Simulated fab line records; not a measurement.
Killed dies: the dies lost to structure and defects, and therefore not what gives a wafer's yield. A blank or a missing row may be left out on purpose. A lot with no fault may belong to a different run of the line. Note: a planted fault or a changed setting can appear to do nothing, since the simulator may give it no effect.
What tool caused it? || flow n5Finfet || 72 wafers from 24 lots sampled at 6 of the route's 1938 steps

== WHAT THE GAUGES READ, wafer by wafer ==
N5_BEOL_M4_OVL_MEAS_12.
{"lot": "L074", "measured": "day 7 11:10", "on": "overlay-02", "M4_OVL (nm)": "0.4 0.6 0.4"}
{"lot": "L075", "measured": "day 7 21:58", "on": "overlay-01", "M4_OVL (nm)": "-1.5 -1.1 -1.5"}
{"lot": "L077", "measured": "day 8 01:23", "on": "overlay-02", "M4_OVL (nm)": "-0.5 -0.5 -0.2"}
{"lot": "L076", "measured": "day 8 11:43", "on": "overlay-01", "M4_OVL (nm)": "-0.9 -0.9 -1.4"}
{"lot": "L078", "measured": "day 8 17:34", "on": "overlay-02", "M4_OVL (nm)": "-0.7 -1.2 -0.5"}
{"lot": "L079", "measured": "day 8 18:36", "on": "overlay-01", "M4_OVL (nm)": "0.6 0.9 0.2"}
{"lot": "L080", "measured": "day 8 19:03", "on": "overlay-01", "M4_OVL (nm)": "-1.8 -1.2 -1.1"}
{"lot": "L081", "measured": "day 8 23:45", "on": "overlay-01", "M4_OVL (nm)": "0.2 -1.4 -0.9"}
{"lot": "L082", "measured": "day 9 22:55", "on": "overlay-02", "M4_OVL (nm)": "0.6 -0.2 -0.1"}
{"lot": "L083", "measured": "day 10 04:30", "on": "overlay-01", "M4_OVL (nm)": "0.6 1.2 0.3"}
{"lot": "L084", "measured": "day 10 08:46", "on": "overlay-02", "M4_OVL (nm)": "-0.3 0.7 -0.3"}
{"lot": "L085", "measured": "day 10 17:20", "on": "overlay-02", "M4_OVL (nm)": "-0.3 -0.1 -0.4"}
{"lot": "L086", "measured": "day 10 22:17", "on": "overlay-02", "M4_OVL (nm)": "-0.5 -0.7 -0.2"}
{"lot": "L088", "measured": "day 11 20:13", "on": "overlay-02", "M4_OVL (nm)": "-0.4 -1.4 -0.9"}
{"lot": "L087", "measured": "day 11 20:24", "on": "overlay-01", "M4_OVL (nm)": "0.5 -0.3 0.3"}
{"lot": "L089", "measured": "day 12 02:01", "on": "overlay-01", "M4_OVL (nm)": "0.0 -1.4 -1.1"}
{"lot": "L090", "measured": "day 12 04:14", "on": "overlay-02", "M4_OVL (nm)": "-0.9 -0.6 -0.4"}
{"lot": "L091", "measured": "day 12 09:20", "on": "overlay-01", "M4_OVL (nm)": "-0.2 0.4 -0.5"}
{"lot": "L092", "measured": "day 12 14:28", "on": "overlay-02", "M4_OVL (nm)": "-0.2 -0.2 -0.7"}
{"lot": "L095", "measured": "day 13 03:00", "on": "overlay-01", "M4_OVL (nm)": "-2.2 -1.2 -0.7"}
{"lot": "L093", "measured": "day 13 07:20", "on": "overlay-02", "M4_OVL (nm)": "-0.6 -0.4 -0.4"}
{"lot": "L097", "measured": "day 13 08:29", "on": "overlay-01", "M4_OVL (nm)": "-0.3 1.1 1.2"}
{"lot": "L094", "measured": "day 13 13:56", "on": "overlay-01", "M4_OVL (nm)": "0.0 -0.3 -0.4"}
{"lot": "L096", "measured": "day 13 16:34", "on": "overlay-02", "M4_OVL (nm)": "-0.9 -2.3 -1.1"}

== EACH LOT AND THE TOOL THAT RAN IT (in order: tool; ch and the chambers of the sampled wafers; start) ==
{"lot": "L074", "N5_BEOL_M3_SPUTTER_86": "pvdSputter-02, day 7 07:46", "N5_BEOL_M3_ANNEAL_89": "pvdSputter-02, day 7 08:04", "N5_BEOL_M3_ANNEAL_93": "pvdSputter-02, day 7 08:30", "N5_BEOL_M3_ANNEAL_51": "rtpAnneal-02 ch 0, day 7 09:13", "N5_BEOL_M3_PRE_CLEAN_60": "cvdCo-01 ch 0,1, day 7 09:45"}
{"lot": "L075", "N5_BEOL_M3_SPUTTER_86": "pvdSputter-02, day 7 18:43", "N5_BEOL_M3_ANNEAL_89": "pvdSputter-02, day 7 19:01", "N5_BEOL_M3_ANNEAL_93": "pvdSputter-02, day 7 19:27", "N5_BEOL_M3_ANNEAL_51": "rtpAnneal-02 ch 0, day 7 20:01", "N5_BEOL_M3_PRE_CLEAN_60": "cvdCo-02 ch 1,2, day 7 20:38"}
{"lot": "L077", "N5_BEOL_M3_SPUTTER_86": "pvdSputter-02, day 7 22:27", "N5_BEOL_M3_ANNEAL_89": "pvdSputter-02, day 7 22:45", "N5_BEOL_M3_ANNEAL_93": "pvdSputter-02, day 7 23:11", "N5_BEOL_M3_ANNEAL_51": "rtpAnneal-02 ch 0, day 7 23:47", "N5_BEOL_M3_PRE_CLEAN_60": "cvdCo-01 ch 1,2, day 8 00:23"}
{"lot": "L076", "N5_BEOL_M3_SPUTTER_86": "pvdSputter-03, day 8 08:07", "N5_BEOL_M3_ANNEAL_89": "pvdSputter-03, day 8 08:25", "N5_BEOL_M3_ANNEAL_93": "pvdSputter-03, day 8 08:52", "N5_BEOL_M3_ANNEAL_51": "rtpAnneal-01 ch 0, day 8 09:28", "N5_BEOL_M3_PRE_CLEAN_60": "cvdCo-02 ch 0,2, day 8 10:02"}
{"lot": "L078", "N5_BEOL_M3_SPUTTER_86": "pvdSputter-01, day 8 12:56", "N5_BEOL_M3_ANNEAL_89": "pvdSputter-01, day 8 13:14", "N5_BEOL_M3_ANNEAL_93": "pvdSputter-01, day 8 13:40", "N5_BEOL_M3_ANNEAL_51": "rtpAnneal-01 ch 0, day 8 14:13", "N5_BEOL_M3_PRE_CLEAN_60": "cvdCo-01 ch 1,2, day 8 14:51"}
{"lot": "L079", "N5_BEOL_M3_SPUTTER_86": "pvdSputter-03, day 8 15:47", "N5_BEOL_M3_ANNEAL_89": "pvdSputter-03, day 8 16:05", "N5_BEOL_M3_ANNEAL_93": "pvdSputter-03, day 8 16:32", "N5_BEOL_M3_ANNEAL_51": "rtpAnneal-01 ch 0, day 8 17:11", "N5_BEOL_M3_PRE_CLEAN_60": "cvdCo-01 ch 1,2, day 8 17:43"}
{"lot": "L080", "N5_BEOL_M3_SPUTTER_86": "pvdSputter-01, day 8 15:58", "N5_BEOL_M3_ANNEAL_89": "pvdSputter-01, day 8 16:16", "N5_BEOL_M3_ANNEAL_93": "pvdSputter-01, day 8 16:43", "N5_BEOL_M3_ANNEAL_51": "rtpAnneal-02 ch 0, day 8 17:19", "N5_BEOL_M3_PRE_CLEAN_60": "cvdCo-02 ch 1,2, day 8 17:57"}
{"lot": "L081", "N5_BEOL_M3_SPUTTER_86": "pvdSputter-03, day 8 19:19", "N5_BEOL_M3_ANNEAL_89": "pvdSputter-03, day 8 19:37", "N5_BEOL_M3_ANNEAL_93": "pvdSputter-03, day 8 20:04", "N5_BEOL_M3_ANNEAL_51": "rtpAnneal-01 ch 0, day 8 20:40", "N5_BEOL_M3_PRE_CLEAN_60": "cvdCo-01 ch 1,2, day 8 21:16"}
{"lot": "L082", "N5_BEOL_M3_SPUTTER_86": "pvdSputter-03, day 9 13:40", "N5_BEOL_M3_ANNEAL_89": "pvdSputter-03, day 9 13:58", "N5_BEOL_M3_ANNEAL_93": "pvdSputter-03, day 9 16:16", "N5_BEOL_M3_ANNEAL_51": "rtpAnneal-01 ch 0, day 9 16:55", "N5_BEOL_M3_PRE_CLEAN_60": "cvdCo-02 ch 0,1,2, day 9 17:28"}
{"lot": "L083", "N5_BEOL_M3_SPUTTER_86": "pvdSputter-03, day 10 01:35", "N5_BEOL_M3_ANNEAL_89": "pvdSputter-03, day 10 01:53", "N5_BEOL_M3_ANNEAL_93": "pvdSputter-03, day 10 02:19", "N5_BEOL_M3_ANNEAL_51": "rtpAnneal-01 ch 0, day 10 03:01", "N5_BEOL_M3_PRE_CLEAN_60": "cvdCo-02 ch 0,1,2, day 10 03:32"}
{"lot": "L084", "N5_BEOL_M3_SPUTTER_86": "pvdSputter-01, day 10 02:31", "N5_BEOL_M3_ANNEAL_89": "pvdSputter-01, day 10 02:49", "N5_BEOL_M3_ANNEAL_93": "pvdSputter-01, day 10 03:16", "N5_BEOL_M3_ANNEAL_51": "rtpAnneal-02 ch 0, day 10 04:03", "N5_BEOL_M3_PRE_CLEAN_60": "cvdCo-02 ch 0,2, day 10 04:38"}
{"lot": "L085", "N5_BEOL_M3_SPUTTER_86": "pvdSputter-01, day 10 13:33", "N5_BEOL_M3_ANNEAL_89": "pvdSputter-01, day 10 13:51", "N5_BEOL_M3_ANNEAL_93": "pvdSputter-01, day 10 14:17", "N5_BEOL_M3_ANNEAL_51": "rtpAnneal-01 ch 0, day 10 14:52", "N5_BEOL_M3_PRE_CLEAN_60": "cvdCo-02 ch 0,1, day 10 15:29"}
{"lot": "L086", "N5_BEOL_M3_SPUTTER_86": "pvdSputter-01, day 10 18:26", "N5_BEOL_M3_ANNEAL_89": "pvdSputter-01, day 10 18:44", "N5_BEOL_M3_ANNEAL_93": "pvdSputter-01, day 10 19:10", "N5_BEOL_M3_ANNEAL_51": "rtpAnneal-02 ch 0, day 10 19:46", "N5_BEOL_M3_PRE_CLEAN_60": "cvdCo-01 ch 0,1,2, day 10 20:21"}
{"lot": "L088", "N5_BEOL_M3_SPUTTER_86": "pvdSputter-02, day 11 17:02", "N5_BEOL_M3_ANNEAL_89": "pvdSputter-02, day 11 17:20", "N5_BEOL_M3_ANNEAL_93": "pvdSputter-02, day 11 17:47", "N5_BEOL_M3_ANNEAL_51": "rtpAnneal-01 ch 0, day 11 18:20", "N5_BEOL_M3_PRE_CLEAN_60": "cvdCo-01 ch 0,1,2, day 11 18:58"}
{"lot": "L087", "N5_BEOL_M3_SPUTTER_86": "pvdSputter-01, day 11 17:16", "N5_BEOL_M3_ANNEAL_89": "pvdSputter-01, day 11 17:34", "N5_BEOL_M3_ANNEAL_93": "pvdSputter-01, day 11 18:00", "N5_BEOL_M3_ANNEAL_51": "rtpAnneal-02 ch 0, day 11 18:37", "N5_BEOL_M3_PRE_CLEAN_60": "cvdCo-01 ch 1,2, day 11 19:12"}
{"lot": "L089", "N5_BEOL_M3_SPUTTER_86": "pvdSputter-03, day 11 20:59", "N5_BEOL_M3_ANNEAL_89": "pvdSputter-03, day 11 21:17", "N5_BEOL_M3_ANNEAL_93": "pvdSputter-03, day 11 21:43", "N5_BEOL_M3_ANNEAL_51": "rtpAnneal-02 ch 0, day 11 22:19", "N5_BEOL_M3_PRE_CLEAN_60": "cvdCo-02 ch 0,1,2, day 11 22:55"}
{"lot": "L090", "N5_BEOL_M3_SPUTTER_86": "pvdSputter-02, day 11 21:48", "N5_BEOL_M3_ANNEAL_89": "pvdSputter-02, day 11 22:06", "N5_BEOL_M3_ANNEAL_93": "pvdSputter-02, day 11 22:32", "N5_BEOL_M3_ANNEAL_51": "rtpAnneal-02 ch 0, day 11 23:05", "N5_BEOL_M3_PRE_CLEAN_60": "cvdCo-01 ch 0,1,2, day 11 23:43"}
{"lot": "L091", "N5_BEOL_M3_SPUTTER_86": "pvdSputter-03, day 12 06:30", "N5_BEOL_M3_ANNEAL_89": "pvdSputter-03, day 12 06:48", "N5_BEOL_M3_ANNEAL_93": "pvdSputter-03, day 12 07:14", "N5_BEOL_M3_ANNEAL_51": "rtpAnneal-02 ch 0, day 12 07:48", "N5_BEOL_M3_PRE_CLEAN_60": "cvdCo-02 ch 0,1,2, day 12 08:26"}
{"lot": "L092", "N5_BEOL_M3_SPUTTER_86": "pvdSputter-01, day 12 09:43", "N5_BEOL_M3_ANNEAL_89": "pvdSputter-01, day 12 10:01", "N5_BEOL_M3_ANNEAL_93": "pvdSputter-01, day 12 10:28", "N5_BEOL_M3_ANNEAL_51": "rtpAnneal-01 ch 0, day 12 11:01", "N5_BEOL_M3_PRE_CLEAN_60": "cvdCo-02 ch 0,1, day 12 11:40"}
{"lot": "L095", "N5_BEOL_M3_SPUTTER_86": "pvdSputter-03, day 12 23:48", "N5_BEOL_M3_ANNEAL_89": "pvdSputter-03, day 13 00:06", "N5_BEOL_M3_ANNEAL_93": "pvdSputter-03, day 13 00:32", "N5_BEOL_M3_ANNEAL_51": "rtpAnneal-02 ch 0, day 13 01:06", "N5_BEOL_M3_PRE_CLEAN_60": "cvdCo-02 ch 0,2, day 13 01:44"}
{"lot": "L093", "N5_BEOL_M3_SPUTTER_86": "pvdSputter-03, day 13 01:38", "N5_BEOL_M3_ANNEAL_89": "pvdSputter-03, day 13 01:56", "N5_BEOL_M3_ANNEAL_93": "pvdSputter-03, day 13 02:23", "N5_BEOL_M3_ANNEAL_51": "rtpAnneal-01 ch 0, day 13 02:56", "N5_BEOL_M3_PRE_CLEAN_60": "cvdCo-01 ch 0,1, day 13 03:34"}
{"lot": "L097", "N5_BEOL_M3_SPUTTER_86": "pvdSputter-01, day 13 05:11", "N5_BEOL_M3_ANNEAL_89": "pvdSputter-01, day 13 05:29", "N5_BEOL_M3_ANNEAL_93": "pvdSputter-01, day 13 05:56", "N5_BEOL_M3_ANNEAL_51": "rtpAnneal-01 ch 0, day 13 06:32", "N5_BEOL_M3_PRE_CLEAN_60": "cvdCo-01 ch 1,2, day 13 07:08"}
{"lot": "L094", "N5_BEOL_M3_SPUTTER_86": "pvdSputter-01, day 13 09:29", "N5_BEOL_M3_ANNEAL_89": "pvdSputter-01, day 13 09:47", "N5_BEOL_M3_ANNEAL_93": "pvdSputter-01, day 13 10:14", "N5_BEOL_M3_ANNEAL_51": "rtpAnneal-02 ch 0, day 13 11:01", "N5_BEOL_M3_PRE_CLEAN_60": "cvdCo-02 ch 1,2, day 13 11:36"}
{"lot": "L096", "N5_BEOL_M3_SPUTTER_86": "pvdSputter-02, day 13 13:19", "N5_BEOL_M3_ANNEAL_89": "pvdSputter-02, day 13 13:37", "N5_BEOL_M3_ANNEAL_93": "pvdSputter-02, day 13 14:03", "N5_BEOL_M3_ANNEAL_51": "rtpAnneal-02 ch 0, day 13 14:44", "N5_BEOL_M3_PRE_CLEAN_60": "cvdCo-01 ch 0,1,2, day 13 15:15"}
- N5_BEOL_M3_SPUTTER_86: material Cu, target thk 4.5 nm, time 8.29 s.
- N5_BEOL_M3_ANNEAL_89: time 240 s.
- N5_BEOL_M3_ANNEAL_93: time 240 s.
- N5_BEOL_M3_ANNEAL_51: time 90 s.
- N5_BEOL_M3_PRE_CLEAN_60: time 15 s.

== AS READ BY THE TOOLS THEMSELVES (means over the sampled wafers that have a number; for cases with no such wafer, the mark the record gives instead) ==
N5_BEOL_M3_SPUTTER_86.
{"lot": "L074", "tool": "pvdSputter-02", "throttleValvePct (%)": 29.6}
{"lot": "L075", "tool": "pvdSputter-02", "throttleValvePct (%)": 29.9}
{"lot": "L077", "tool": "pvdSputter-02", "throttleValvePct (%)": 29.6}
{"lot": "L076", "tool": "pvdSputter-03", "throttleValvePct (%)": 30.4}
{"lot": "L078", "tool": "pvdSputter-01", "throttleValvePct (%)": 29.7}
{"lot": "L079", "tool": "pvdSputter-03", "throttleValvePct (%)": 30.2}
{"lot": "L080", "tool": "pvdSputter-01", "throttleValvePct (%)": 30.3}
{"lot": "L081", "tool": "pvdSputter-03", "throttleValvePct (%)": 30.3}
{"lot": "L082", "tool": "pvdSputter-03", "throttleValvePct (%)": 29.6}
{"lot": "L083", "tool": "pvdSputter-03", "throttleValvePct (%)": 30.7}
{"lot": "L084", "tool": "pvdSputter-01", "throttleValvePct (%)": 30.8}
{"lot": "L085", "tool": "pvdSputter-01", "throttleValvePct (%)": 29.7}
{"lot": "L086", "tool": "pvdSputter-01", "throttleValvePct (%)": 30.2}
{"lot": "L088", "tool": "pvdSputter-02", "throttleValvePct (%)": 30.3}
{"lot": "L087", "tool": "pvdSputter-01", "throttleValvePct (%)": 30.3}
{"lot": "L089", "tool": "pvdSputter-03", "throttleValvePct (%)": 29.7}
{"lot": "L090", "tool": "pvdSputter-02", "throttleValvePct (%)": 30.5}
{"lot": "L091", "tool": "pvdSputter-03", "throttleValvePct (%)": 29.9}
{"lot": "L092", "tool": "pvdSputter-01", "throttleValvePct (%)": 30.3}
{"lot": "L095", "tool": "pvdSputter-03", "throttleValvePct (%)": 30.1}
{"lot": "L093", "tool": "pvdSputter-03", "throttleValvePct (%)": 30.2}
{"lot": "L097", "tool": "pvdSputter-01", "throttleValvePct (%)": 30.8}
{"lot": "L094", "tool": "pvdSputter-01", "throttleValvePct (%)": 30.2}
{"lot": "L096", "tool": "pvdSputter-02", "throttleValvePct (%)": 30.0}

N5_BEOL_M3_ANNEAL_89.
{"lot": "L074", "tool": "pvdSputter-02", "heaterPowerW (W)": 868}
{"lot": "L075", "tool": "pvdSputter-02", "heaterPowerW (W)": 832}
{"lot": "L077", "tool": "pvdSputter-02", "heaterPowerW (W)": 817}
{"lot": "L076", "tool": "pvdSputter-03", "heaterPowerW (W)": 816}
{"lot": "L078", "tool": "pvdSputter-01", "heaterPowerW (W)": 761}
{"lot": "L079", "tool": "pvdSputter-03", "heaterPowerW (W)": 850}
{"lot": "L080", "tool": "pvdSputter-01", "heaterPowerW (W)": 779}
{"lot": "L081", "tool": "pvdSputter-03", "heaterPowerW (W)": 824}
{"lot": "L082", "tool": "pvdSputter-03", "heaterPowerW (W)": 837}
{"lot": "L083", "tool": "pvdSputter-03", "heaterPowerW (W)": 818}
{"lot": "L084", "tool": "pvdSputter-01", "heaterPowerW (W)": 782}
{"lot": "L085", "tool": "pvdSputter-01", "heaterPowerW (W)": 787}
{"lot": "L086", "tool": "pvdSputter-01", "heaterPowerW (W)": 773}
{"lot": "L088", "tool": "pvdSputter-02", "heaterPowerW (W)": 842}
{"lot": "L087", "tool": "pvdSputter-01", "heaterPowerW (W)": 797}
{"lot": "L089", "tool": "pvdSputter-03", "heaterPowerW (W)": 853}
{"lot": "L090", "tool": "pvdSputter-02", "heaterPowerW (W)": 933}
{"lot": "L091", "tool": "pvdSputter-03", "heaterPowerW (W)": 845}
{"lot": "L092", "tool": "pvdSputter-01", "heaterPowerW (W)": 766}
{"lot": "L095", "tool": "pvdSputter-03", "heaterPowerW (W)": 850}
{"lot": "L093", "tool": "pvdSputter-03", "heaterPowerW (W)": 838}
{"lot": "L097", "tool": "pvdSputter-01", "heaterPowerW (W)": 802}
{"lot": "L094", "tool": "pvdSputter-01", "heaterPowerW (W)": 766}
{"lot": "L096", "tool": "pvdSputter-02", "heaterPowerW (W)": 889}

N5_BEOL_M3_ANNEAL_93.
{"lot": "L074", "tool": "pvdSputter-02", "heaterPowerW (W)": 882}
{"lot": "L075", "tool": "pvdSputter-02", "heaterPowerW (W)": 848}
{"lot": "L077", "tool": "pvdSputter-02", "heaterPowerW (W)": 822}
{"lot": "L076", "tool": "pvdSputter-03", "heaterPowerW (W)": 813}
{"lot": "L078", "tool": "pvdSputter-01", "heaterPowerW (W)": 767}
{"lot": "L079", "tool": "pvdSputter-03", "heaterPowerW (W)": 840}
{"lot": "L080", "tool": "pvdSputter-01", "heaterPowerW (W)": 771}
{"lot": "L081", "tool": "pvdSputter-03", "heaterPowerW (W)": 809}
{"lot": "L082", "tool": "pvdSputter-03", "heaterPowerW (W)": 847}
{"lot": "L083", "tool": "pvdSputter-03", "heaterPowerW (W)": 826}
{"lot": "L084", "tool": "pvdSputter-01", "heaterPowerW (W)": 789}
{"lot": "L085", "tool": "pvdSputter-01", "heaterPowerW (W)": 784}
{"lot": "L086", "tool": "pvdSputter-01", "heaterPowerW (W)": 771}
{"lot": "L088", "tool": "pvdSputter-02", "heaterPowerW (W)": 846}
{"lot": "L087", "tool": "pvdSputter-01", "heaterPowerW (W)": 789}
{"lot": "L089", "tool": "pvdSputter-03", "heaterPowerW (W)": 852}
{"lot": "L090", "tool": "pvdSputter-02", "heaterPowerW (W)": 925}
{"lot": "L091", "tool": "pvdSputter-03", "heaterPowerW (W)": 844}
{"lot": "L092", "tool": "pvdSputter-01", "heaterPowerW (W)": 760}
{"lot": "L095", "tool": "pvdSputter-03", "heaterPowerW (W)": 850}
{"lot": "L093", "tool": "pvdSputter-03", "heaterPowerW (W)": 856}
{"lot": "L097", "tool": "pvdSputter-01", "heaterPowerW (W)": 817}
{"lot": "L094", "tool": "pvdSputter-01", "heaterPowerW (W)": 778}
{"lot": "L096", "tool": "pvdSputter-02", "heaterPowerW (W)": 895}

N5_BEOL_M3_ANNEAL_51.
{"lot": "L074", "tool": "rtpAnneal-02", "annealTempCMax": 225.96, "wafer_temp_C_max": 225.93}
{"lot": "L075", "tool": "rtpAnneal-02", "annealTempCMax": 226.04, "wafer_temp_C_max": 226.19}
{"lot": "L077", "tool": "rtpAnneal-02", "annealTempCMax": 226.16, "wafer_temp_C_max": 226.03}
{"lot": "L076", "tool": "rtpAnneal-01", "annealTempCMax": 225.71, "wafer_temp_C_max": 226.08}
{"lot": "L078", "tool": "rtpAnneal-01", "annealTempCMax": 225.69, "wafer_temp_C_max": 226.17}
{"lot": "L079", "tool": "rtpAnneal-01", "annealTempCMax": 225.94, "wafer_temp_C_max": 226.38}
{"lot": "L080", "tool": "rtpAnneal-02", "annealTempCMax": 226.23, "wafer_temp_C_max": 225.97}
{"lot": "L081", "tool": "rtpAnneal-01", "annealTempCMax": 225.86, "wafer_temp_C_max": 226.43}
{"lot": "L082", "tool": "rtpAnneal-01", "annealTempCMax": 226.01, "wafer_temp_C_max": 226.28}
{"lot": "L083", "tool": "rtpAnneal-01", "annealTempCMax": 225.72, "wafer_temp_C_max": 226.00}
{"lot": "L084", "tool": "rtpAnneal-02", "annealTempCMax": 226.20, "wafer_temp_C_max": 225.91}
{"lot": "L085", "tool": "rtpAnneal-01", "annealTempCMax": 225.94, "wafer_temp_C_max": 226.41}
{"lot": "L086", "tool": "rtpAnneal-02", "annealTempCMax": 226.22, "wafer_temp_C_max": 226.16}
{"lot": "L088", "tool": "rtpAnneal-01", "annealTempCMax": 225.98, "wafer_temp_C_max": 226.40}
{"lot": "L087", "tool": "rtpAnneal-02", "annealTempCMax": 226.27, "wafer_temp_C_max": 226.03}
{"lot": "L089", "tool": "rtpAnneal-02", "annealTempCMax": 225.95, "wafer_temp_C_max": 225.94}
{"lot": "L090", "tool": "rtpAnneal-02", "annealTempCMax": 226.02, "wafer_temp_C_max": 225.97}
{"lot": "L091", "tool": "rtpAnneal-02", "annealTempCMax": 226.35, "wafer_temp_C_max": 225.95}
{"lot": "L092", "tool": "rtpAnneal-01", "annealTempCMax": 226.11, "wafer_temp_C_max": 226.13}
{"lot": "L095", "tool": "rtpAnneal-02", "annealTempCMax": 226.20, "wafer_temp_C_max": 226.27}
{"lot": "L093", "tool": "rtpAnneal-01", "annealTempCMax": 225.73, "wafer_temp_C_max": 226.27}
{"lot": "L097", "tool": "rtpAnneal-01", "annealTempCMax": 225.70, "wafer_temp_C_max": 226.22}
{"lot": "L094", "tool": "rtpAnneal-02", "annealTempCMax": 226.36, "wafer_temp_C_max": 225.91}
{"lot": "L096", "tool": "rtpAnneal-02", "annealTempCMax": 226.23, "wafer_temp_C_max": 225.95}

N5_BEOL_M3_PRE_CLEAN_60.
{"lot": "L074", "tool": "cvdCo-01", "heaterPowerW (W)": 90}
{"lot": "L075", "tool": "cvdCo-02", "heaterPowerW (W)": 68}
{"lot": "L077", "tool": "cvdCo-01", "heaterPowerW (W)": 79}
{"lot": "L076", "tool": "cvdCo-02", "heaterPowerW (W)": 105}
{"lot": "L078", "tool": "cvdCo-01", "heaterPowerW (W)": 92}
{"lot": "L079", "tool": "cvdCo-01", "heaterPowerW (W)": 94}
{"lot": "L080", "tool": "cvdCo-02", "heaterPowerW (W)": 76}
{"lot": "L081", "tool": "cvdCo-01", "heaterPowerW (W)": 82}
{"lot": "L082", "tool": "cvdCo-02", "heaterPowerW (W)": 87}
{"lot": "L083", "tool": "cvdCo-02", "heaterPowerW (W)": 89}
{"lot": "L084", "tool": "cvdCo-02", "heaterPowerW (W)": 107}
{"lot": "L085", "tool": "cvdCo-02", "heaterPowerW (W)": 78}
{"lot": "L086", "tool": "cvdCo-01", "heaterPowerW (W)": 93}
{"lot": "L088", "tool": "cvdCo-01", "heaterPowerW (W)": 91}
{"lot": "L087", "tool": "cvdCo-01", "heaterPowerW (W)": 81}
{"lot": "L089", "tool": "cvdCo-02", "heaterPowerW (W)": 89}
{"lot": "L090", "tool": "cvdCo-01", "heaterPowerW (W)": 93}
{"lot": "L091", "tool": "cvdCo-02", "heaterPowerW (W)": 90}
{"lot": "L092", "tool": "cvdCo-02", "heaterPowerW (W)": 97}
{"lot": "L095", "tool": "cvdCo-02", "heaterPowerW (W)": 106}
{"lot": "L093", "tool": "cvdCo-01", "heaterPowerW (W)": 94}
{"lot": "L097", "tool": "cvdCo-01", "heaterPowerW (W)": 93}
{"lot": "L094", "tool": "cvdCo-02", "heaterPowerW (W)": 78}
{"lot": "L096", "tool": "cvdCo-01", "heaterPowerW (W)": 95}

== THE ANSWER, worked out from the rows above alone ==
Rule: the usual values come from the lots themselves. Put in order of their means at a reading, lots are off if they are a third of the lots or fewer, leave a main group of 4 or more, and stand apart from it by a gap of 3 or more times the standard deviation of the main group's means; of several such gaps the widest counts. The tables above print the reading to a certain number of digits; a main group whose means all agree to those digits is not used. Also off: a lot with no number at a reading for which 4 or more lots have one. Any other lot the step has rows for is counted as sound. After the gauges, taken in route order, come the tools' own readings; for these a lot's mean is taken, as printed above. At the first step where some lot is off, the reading lying furthest off is the one used; lots without a number count as furthest.
None of the lots is off at any reading shown; this tells nothing.

== WHAT HAD BEEN PUT IN BY THE SIMULATOR ==
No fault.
